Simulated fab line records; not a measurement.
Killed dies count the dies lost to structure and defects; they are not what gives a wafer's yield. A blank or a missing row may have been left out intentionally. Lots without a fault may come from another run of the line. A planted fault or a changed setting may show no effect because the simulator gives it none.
Split-lot trial + flow n5_finfet + 21 wafers read across 7 lots, on a route 1938 steps long

== THE SPLIT ==
At N5_BEOL_M15_ETCH_61 (etches BARC in N2/H2, target depth 89 nm, overetch 26.7 nm, time 67.9 s), the setting time_s was moved away from the recipe's 67.9 s on 8 of the 21 wafers read, by -15.4% to +17.3%. For the rest of the wafers, this setting stayed at what the recipe calls for.

Reading taken at the split's own step.

== THE READING ==
coat_of_BEOL_M15_COAT_22.thk_nm (the simulator's own value, which no gauge read), in nm, at N5_BEOL_M15_ETCH_61 (etches BARC in N2/H2, target depth 89 nm, overetch 26.7 nm, time 67.9 s). The file gives no usual value for it. Average 717.8 nm, standard deviation 2.9 nm, over the 13 wafers here run with the recipe.

| wafer  | tool, chamber at the split | time_s as run, s | against the recipe | coat_of_BEOL_M15_COAT_22.thk_nm, nm | against lot-mates on the recipe |
|--------|----------------------------|------------------|--------------------|-------------------------------------|---------------------------------|
| L074.1 | rie_diel-04, 2             | 67.9             | recipe             | 718.6                               | -                               |
| L074.3 | rie_diel-04, 3             | 60.52            | -10.9%             | 728.6                               | +10.0                           |
| L074.5 | rie_diel-04, 2             | 60.52            | -10.9%             | 723.4                               | +4.8                            |
| L075.3 | rie_diel-01, 2             | 67.9             | recipe             | 719.2                               | -                               |
| L075.4 | rie_diel-01, 0             | 67.9             | recipe             | 719.8                               | -                               |
| L075.5 | rie_diel-01, 0             | 67.9             | recipe             | 720                                 | -                               |
| L079.2 | rie_diel-04, 1             | 57.41            | -15.4%             | 724.2                               | +7.0                            |
| L079.4 | rie_diel-04, 3             | 67.9             | recipe             | 717.2                               | -                               |
| L079.6 | rie_diel-04, 2             | 57.41            | -15.4%             | 722.2                               | +5.0                            |
| L082.2 | rie_diel-03, 1             | 67.9             | recipe             | 720.8                               | -                               |
| L082.5 | rie_diel-03, 1             | 58.04            | -14.5%             | 728.6                               | +7.8                            |
| L082.6 | rie_diel-03, 0             | 58.04            | -14.5%             | 729.6                               | +8.8                            |
| L086.2 | rie_diel-03, 0             | 67.9             | recipe             | 716                                 | -                               |
| L086.4 | rie_diel-03, 3             | 61.27            | -9.8%              | 718.2                               | +4.7                            |
| L086.6 | rie_diel-03, 3             | 67.9             | recipe             | 711                                 | -                               |
| L091.1 | rie_diel-03, 2             | 67.9             | recipe             | 719.4                               | -                               |
| L091.3 | rie_diel-03, 0             | 67.9             | recipe             | 717.6                               | -                               |
| L091.4 | rie_diel-03, 1             | 67.9             | recipe             | 719.6                               | -                               |
| L092.2 | rie_diel-03, 3             | 79.63            | +17.3%             | 702                                 | -14.4                           |
| L092.3 | rie_diel-03, 2             | 67.9             | recipe             | 720                                 | -                               |
| L092.6 | rie_diel-03, 3             | 67.9             | recipe             | 712.8                               | -                               |

FIT RESULTS
A straight line over all 21 wafers: coat_of_BEOL_M15_COAT_22.thk_nm changes by -0.652 nm for each +1% of time_s; r = -0.84; the points scatter about the line by 3.4 nm.
The same after taking each lot's own level away (the mean of its wafers on the recipe; 21 wafers): -0.602 nm for each +1%; r = -0.91; scatter 2.2 nm.
The reading moves by 10 nm for the largest change in time_s, on that fit.
The lots' own levels span 713.50 to 720.80 nm, that is 2.6 times the standard deviation above.
The two slopes are in agreement: the lot-to-lot level therefore moves the slope only a little.
Check: with one of the wafers moved furthest among these (+17.3%) left out of the fit, the line predicts -8.71 nm for it against its lot-mates. It came out at -14.4 nm against them.

== FURTHER SPLITS ON THESE WAFERS ==
Other splits were also applied to these wafers ahead of the reading. Each is held against what the fit with the lots' levels taken away leaves over:
| other split on the same wafers  | wafers away from the commonest value | r with coat_of_BEOL_M15_COAT_22.thk_nm (lot level and that fit taken away) |
|---------------------------------|--------------------------------------|----------------------------------------------------------------------------|
| N5_BEOL_M8_COAT_22 spin_rpm     | 5                                    | +0.04                                                                      |
| N5_BEOL_M9_VIA_ETCH_34 source_w | 5                                    | -0.27                                                                      |
| N5_BEOL_M10_EXPOSE_08 dose_mj   | 8                                    | +0.20                                                                      |
| N5_BEOL_M11_EXPOSE_25 dose_mj   | 5                                    | -0.24                                                                      |
| N5_BEOL_M14_COAT_58 spin_rpm    | 8                                    | +0.10                                                                      |

== FILE'S OWN FIT ==
coat_of_BEOL_M15_COAT_22.thk_nm changes by -0.612 nm for each +1% of time_s, r = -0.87.
